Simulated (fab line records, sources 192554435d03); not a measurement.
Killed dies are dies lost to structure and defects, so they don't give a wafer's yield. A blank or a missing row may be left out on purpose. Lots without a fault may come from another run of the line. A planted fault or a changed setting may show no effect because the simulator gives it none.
Split-lot experiment | flow n5_finfet | 7 lots, 21 wafers read, on a route of 1938 steps

THE SPLIT
At N5_GATE_CUT_EXPOSE_10 (exposes mask GATE CUT, target cd 20 nm), the setting dose_mj was moved away from the recipe's 43.25 on 9 of the 21 wafers read, by -6.5% to +6.2%. The other wafers ran this setting at the recipe's value.

FROM THE SPLIT TO THE READING: what the file shows between them, 2 steps
- N5_GATE_CUT_PEB_11: peb time 60 s
- N5_GATE_CUT_DEVELOP_12: develop time 30 s

THE READING
cd_nm, in nm, at N5_GATE_CUT_CD_MEAS_13 (target cd 20 nm). Fault-free wafers of this fab line usually give 20.05 nm, standard deviation 0.26 nm.

wafer  | tool, chamber at the split | dose_mj as run | against the recipe | cd_nm, nm | against lot-mates on the recipe
L076.1 | euv_scanner-02, 0          | 43.25          | recipe             | 20.49     | -
L076.3 | euv_scanner-02, 0          | 43.25          | recipe             | 20.66     | -
L076.6 | euv_scanner-02, 0          | 43.25          | recipe             | 19.55     | -
L078.2 | euv_scanner-02, 0          | 43.25          | recipe             | 19.80     | -
L078.3 | euv_scanner-02, 0          | 43.25          | recipe             | 20.05     | -
L078.6 | euv_scanner-02, 0          | 43.25          | recipe             | 20.31     | -
L080.1 | euv_scanner-01, 0          | 45.91          | +6.2%              | 21.29     | +1.03
L080.5 | euv_scanner-01, 0          | 45.91          | +6.2%              | 21.38     | +1.12
L080.6 | euv_scanner-01, 0          | 43.25          | recipe             | 20.26     | -
L085.1 | euv_scanner-01, 0          | 43.25          | recipe             | 19.95     | -
L085.2 | euv_scanner-01, 0          | 40.45          | -6.5%              | 18.65     | -1.30
L085.4 | euv_scanner-01, 0          | 40.45          | -6.5%              | 18.53     | -1.42
L086.1 | euv_scanner-01, 0          | 41.47          | -4.1%              | 18.84     | -1.44
L086.4 | euv_scanner-01, 0          | 41.47          | -4.1%              | 19.27     | -1.01
L086.6 | euv_scanner-01, 0          | 43.25          | recipe             | 20.28     | -
L093.2 | euv_scanner-01, 0          | 43.25          | recipe             | 20.49     | -
L093.5 | euv_scanner-01, 0          | 42.06          | -2.8%              | 19.02     | -1.40
L093.6 | euv_scanner-01, 0          | 43.25          | recipe             | 20.36     | -
L094.1 | euv_scanner-01, 0          | 43.25          | recipe             | 20.01     | -
L094.4 | euv_scanner-01, 0          | 44.79          | +3.6%              | 20.80     | +0.79
L094.6 | euv_scanner-01, 0          | 44.79          | +3.6%              | 21.08     | +1.07

THE FIT
A straight line over all 21 wafers: cd_nm changes by +0.231 nm for each +1% of dose_mj; r = +0.94; the points scatter about the line by 0.29 nm.
The same after taking each lot's own level away (the mean of its wafers on the recipe; 21 wafers): +0.226 nm for each +1%; r = +0.93; scatter 0.32 nm.
On that fit, the largest move of dose_mj shifts the reading by 1.5 nm.
The lots' own levels span 19.950 to 20.425 nm, that is 1.8 times the standard deviation above.
So the lot-to-lot level changes the slope little: the two slopes agree.
Check: with one of the wafers moved furthest among these (-6.5%) left out of the fit, the line predicts -1.6 nm for it against its lot-mates. It came out at -1.3 nm against them.

OTHER SPLITS ON THESE WAFERS
These wafers also went through other splits before the reading. Each is held against what the fit with the lots' levels taken away leaves over:
other split on the same wafers | wafers away from the commonest value | r with cd_nm (lot level and that fit taken away)
N5_DUMMY_GATE_COAT_09 spin_rpm | 3                                    | -0.18
N5_SD_EPI_N_COAT_33 spin_rpm   | 8                                    | -0.38
N5_SD_EPI_N_DESCUM_14 time_s   | 3                                    | +0.32
N5_ILD0_CMP_03 down_force_psi  | 8                                    | -0.01
N5_HKMG_FIN_COAT_41 spin_rpm   | 7                                    | -0.34
N5_HKMG_FIN_ETCH_35 bias_w     | 7                                    | -0.07

THE FILE'S OWN FIT
cd_nm changes by +0.236 nm for each +1% of dose_mj, r = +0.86.
